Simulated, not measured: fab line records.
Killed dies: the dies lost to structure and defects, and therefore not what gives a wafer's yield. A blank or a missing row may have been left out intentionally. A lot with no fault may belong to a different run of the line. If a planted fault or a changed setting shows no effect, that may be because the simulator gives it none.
Matching of chambers -- flow nand harc -- 3 sister chambers for NHARC_A_M0_DEP_32 on pecvd-04
The step deposits SiCN, target thk 30 nm. 6 wafers are shown with their chamber, then 6 later ones without.

## WAFERS WITH THEIR CHAMBER
wafer,chamber,heater power w (W)
L451.1,2,543
L456.4,1,797
L453.5,1,831
L453.6,0,664
L465.2,2,527
L465.6,0,636

## WAFERS WHOSE CHAMBER IS MISSING
wafer,heater power w (W)
L466.2,679
L466.4,736
L467.5,688
L470.1,741
L470.2,478
L470.3,582

## WHICH CHAMBER EACH ONE RAN IN
wafer,from the rows above,in truth
L466.2,0,0
L466.4,can't be placed: 1 or 0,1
L467.5,0,0
L470.1,can't be placed: 1 or 0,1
L470.2,2,2
L470.3,can't be placed: 2 or 0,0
Correctly placed: 3 of 6. From these rows, 3 cannot be placed; in 3 the true chamber is one of the candidates. Placed wrongly: 0.
How it was worked out, from the rows above alone: a wafer's distance from a chamber is the root of the sum, over the readings, of the square of ((its reading less the chamber's mean) divided by the reading's scatter). If the next closest chamber is less than 2 further off than the closest, the wafer can't be placed; otherwise it belongs to the closest. The mean given for a chamber averages the wafers shown for that chamber. The scatter: take each reading less its chamber's mean, square it, sum over the shown wafers, divide by the number of wafers less the number of chambers, and take the root.
